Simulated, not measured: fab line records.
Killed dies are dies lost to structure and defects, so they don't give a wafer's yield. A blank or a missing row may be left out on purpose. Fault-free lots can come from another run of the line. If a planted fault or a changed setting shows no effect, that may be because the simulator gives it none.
Code-filled problem report in 8D (eight disciplines) form -- flow nand_harc -- the parts of the form that need people (team, actions taken, sign-off) are left out

== 1. PROBLEM STATEMENT ==
Mean of time_to_endpoint_s at NHARC_A_CONTACT_CMP_20: 36 s across 2 wafers in 2 lots; on wafers with no fault it is 60 s (standard deviation 3.2). Measured from the usual mean, that is -7.7 standard deviations.
The step: polishes, t overpolish 30 s, target thk 300 nm.
First observed at day 23 21:40: wafer L765.3, on cmp-04. The record holds 18 wafers of 6 lots with a number at this step. Rule for "out", or "out of limits": more than 4 standard deviations from the usual mean. Any other wafer with a number is counted as sound.

== 2. WHAT IT IS; WHAT IT IS NOT ==
question,is,is not
which readings at this step,time_to_endpoint_s,"motor_current_A, overpolish_run_s"
which lots,"L762, L765","L751, L752, L768, L772"
which wafers of those lots,"L762.2, L765.3","L762.4, L762.6, L765.1, L765.6"
read on which tools,cmp-04,"cmp-02, cmp-03"
when,from day 23 21:40,"up to then (8 sound wafers); but 8 sound wafers of L762, L768, L772 came after"

== 3. SUSPECTS, AND WHAT RULES EACH OUT ==
Counting: a tool at a process step up to the reading stays a suspect if it ran every lot that is out. Sound lots after the first of them don't rule it out here, since some wafers of a struck lot are sound.
- har_cap_etch-02 at NHARC_A_CONTACT_ETCH_139 (etches the open film in C4F8/O2/Ar, time 137 s, target depth 590 nm): kept. It ran every lot that is out, first L765 (day 23 01:06).
- rie_diel-06 at NHARC_A_CONTACT_ETCH_92 (etches the open film in CH3F/O2, target depth 40 nm, time 85.7 s): kept. It ran every lot that is out, first L765 (day 23 01:31).
- cvd_w-01 at NHARC_A_CONTACT_CVD_19 (deposits W, target thk 300 nm, time 802 s): kept. Ran every lot that is out, first one L765 (day 23 21:40); last sound lot up to then L751 (day 22 04:29). With no start given for some of its lots, NHARC_A_CONTACT_CVD_19 uses the hours and lot order of NHARC_A_CONTACT_CMP_20.
- cmp-04 at NHARC_A_CONTACT_CMP_20 (polishes, t overpolish 30 s, target thk 300 nm): kept. Ran every lot that is out, first one L765 (day 23 21:40); last sound lot up to then L751 (day 22 04:29). On those wafers its own readings are out: time_to_endpoint_s.
- At NHARC_A_CONTACT_CMP_20, inside cmp-04: chamber 2 took the wafers that are out, while their sound lot-mates went through chambers 0, 1, 3.
Left after counting: har_cap_etch-02 at NHARC_A_CONTACT_ETCH_139, rie_diel-06 at NHARC_A_CONTACT_ETCH_92, cvd_w-01 at NHARC_A_CONTACT_CVD_19, cmp-04 at NHARC_A_CONTACT_CMP_20.

== 4. THE CAUSE (what the simulator had put in) ==
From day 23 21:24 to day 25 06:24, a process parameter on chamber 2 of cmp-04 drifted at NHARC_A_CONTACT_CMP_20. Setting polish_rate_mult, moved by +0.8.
Of the 4 suspects that counting leaves, this tool is one.

== 5. THE EFFECT CHAIN, in route order ==
Rows list readings where the struck wafers' mean (over those with a number) sits beyond 3 standard deviations from the usual. Scope: only readings with a usual standard deviation given in the record; hours: median across lots of the time from each lot's start at the first step in this table that gives one to its start at this step; sigmas: change in usual standard deviations.
hours,step,reading,usual,on struck wafers,change,sigmas
0,NHARC_A_CONTACT_CMP_20,time_to_endpoint_s,60 s,36,-24,-7.7
Process steps it contains:
- NHARC_A_CONTACT_CMP_20: polishes, t overpolish 30 s, target thk 300 nm.
At these later measuring or inspecting steps, every struck wafer for which the step has a row has a number for every such reading, and none has moved that far: NHARC_END_SORT_01.

== 6. WHAT WOULD HAVE CAUGHT IT SOONER ==
In this record no reading fell out of limits until day 23 21:40, 0 hours after the fault had begun at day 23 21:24.
